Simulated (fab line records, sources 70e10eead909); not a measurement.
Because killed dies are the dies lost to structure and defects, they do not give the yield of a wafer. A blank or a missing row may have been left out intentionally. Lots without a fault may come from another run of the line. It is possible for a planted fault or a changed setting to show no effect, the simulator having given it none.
Chamber matching -- flow nand-harc -- 4 sister chambers for NHARC_A_STAIRCASE_DESCUM_443 on rie-diel-13
The step chemistry O2, time 3 s. 16 wafers are shown with their chamber, then 8 later ones without.

== WAFERS, EACH WITH ITS CHAMBER ==
wafer,chamber,showerhead-plenum-p-Torr (Torr),oes-product-au (a.u.),rf-vpp-V (V)
L075.2,2,1.78,1.022,57.9
L075.3,0,2.05,1.010,59.0
L075.4,1,1.99,1.006,57.2
L078.1,0,2.05,1.020,58.0
L078.3,3,1.99,0.999,58.9
L078.5,3,1.99,1.008,58.3
L084.3,3,1.99,1.019,56.6
L084.4,1,1.99,1.012,57.8
L084.6,3,1.99,1.013,58.3
L087.4,3,1.99,1.020,58.6
L087.5,0,2.04,1.009,59.7
L087.6,1,1.99,1.010,58.1
L091.4,1,1.98,1.014,58.3
L091.5,0,2.04,1.008,57.5
L091.6,3,1.98,1.015,57.5
L092.3,1,1.98,1.018,59.4

SIGNATURES (averages over the wafers above)
reading,chamber 0,chamber 1,chamber 2,chamber 3,scatter within a chamber
showerhead-plenum-p-Torr,2.0450,1.9860,1.7800,1.9883,0.00503
oes-product-au,1.01175,1.01200,1.02200,1.01233,0.00633
rf-vpp-V,58.550,58.160,57.900,58.033,0.871
Rule: distance of a wafer from a chamber = root of the sum over the readings of ((wafer's reading minus chamber's mean) / reading's scatter) squared. If the next closest chamber is less than 2 further off than the closest, the wafer can't be placed; otherwise it belongs to the closest. The scatter: take each reading less its chamber's mean, square it, sum over the shown wafers, divide by the number of wafers less the number of chambers, and take the root.

== WAFERS WITH NO CHAMBER GIVEN ==
wafer,showerhead-plenum-p-Torr (Torr),oes-product-au (a.u.),rf-vpp-V (V)
L092.4,2.04,1.011,57.5
L092.6,2.04,1.016,57.7
L093.1,2.04,1.020,57.8
L093.3,1.98,1.011,56.9
L093.4,1.77,1.024,57.8
L095.1,1.98,1.016,56.9
L095.5,1.76,1.020,57.1
L095.6,1.98,1.013,58.3

== EACH ONE'S CHAMBER ==
wafer,from the rows above,in truth
L092.4,0,0
L092.6,0,0
L093.1,0,0
L093.3,can't be placed: 1 or 3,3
L093.4,2,2
L095.1,can't be placed: 1 or 3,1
L095.5,2,2
L095.6,can't be placed: 1 or 3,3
Correct placement for 5 of the 8. Not placeable from these rows: 3 (in 3, the candidates include the true chamber). Placed wrongly: 0.
